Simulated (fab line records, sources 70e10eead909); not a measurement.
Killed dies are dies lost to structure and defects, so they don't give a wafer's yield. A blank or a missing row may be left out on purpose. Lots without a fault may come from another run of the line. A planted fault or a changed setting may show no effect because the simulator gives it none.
Chamber matching | flow nand_harc | NHARC_A_SGD_CUT_CMP_21 on cmp-03: 4 sister chambers
The step polishes, target thk 148.19 nm. 20 wafers are shown with their chamber, then 10 later ones without.

WAFERS WITH THEIR CHAMBER
wafer  | chamber | motor_current_A (A) | time_to_endpoint_s (s)
L074.1 | 2       | 12.3                | 50
L074.2 | 1       | 11.9                | 48
L074.5 | 1       | 11.8                | 49
L075.1 | 0       | 12.0                | 49
L075.2 | 3       | 13.4                | 53
L075.4 | 1       | 11.9                | 48
L078.3 | 3       | 13.8                | 57
L078.4 | 1       | 11.7                | 53
L078.5 | 1       | 12.3                | 53
L082.2 | 3       | 13.8                | 55
L082.3 | 2       | 13.1                | 53
L082.5 | 3       | 13.7                | 52
L084.1 | 0       | 12.3                | 48
L084.4 | 1       | 12.2                | 48
L084.6 | 0       | 12.5                | 49
L088.3 | 2       | 12.9                | 56
L088.5 | 0       | 12.3                | 52
L088.6 | 1       | 12.2                | 50
L089.1 | 1       | 12.7                | 49
L089.3 | 3       | 13.9                | 55

SIGNATURES (means of the wafers above)
reading            | chamber 0 | chamber 1 | chamber 2 | chamber 3 | scatter within a chamber
motor_current_A    | 12.275    | 12.088    | 12.767    | 13.720    | 0.293
time_to_endpoint_s | 49.50     | 49.75     | 53.00     | 54.40     | 2.15
Rule: a wafer's distance from a chamber is the root of the sum, over the readings, of the square of ((its reading less the chamber's mean) divided by the reading's scatter). The wafer belongs to the nearest chamber; if the next one is less than 2 further off, it can't be placed. The scatter: the root of (the sum of the squares of (reading less its chamber's mean) over the shown wafers, divided by (wafers less chambers)).

WAFERS WITHOUT THEIR CHAMBER
wafer  | motor_current_A (A) | time_to_endpoint_s (s)
L089.6 | 13.0                | 56
L090.1 | 12.4                | 47
L090.2 | 13.4                | 55
L090.6 | 13.2                | 54
L092.2 | 11.7                | 48
L092.4 | 12.5                | 45
L092.5 | 11.7                | 49
L094.3 | 11.5                | 49
L094.4 | 13.5                | 55
L094.5 | 12.9                | 56

WHICH CHAMBER EACH WENT THROUGH
wafer  | from the rows above          | in truth
L089.6 | can't be placed: 2 or 3      | 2
L090.1 | can't be placed: 0 or 1 or 2 | 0
L090.2 | can't be placed: 3 or 2      | 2
L090.6 | can't be placed: 2 or 3      | 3
L092.2 | can't be placed: 1 or 0      | 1
L092.4 | can't be placed: 0 or 1 or 2 | 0
L092.5 | can't be placed: 1 or 0      | 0
L094.3 | can't be placed: 1 or 0      | 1
L094.4 | can't be placed: 3 or 2      | 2
L094.5 | can't be placed: 2 or 3      | 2
Placed correctly: 0 of 10. Can't be placed from these rows: 10 (the true chamber is among the candidates in 10). Placed wrongly: 0.
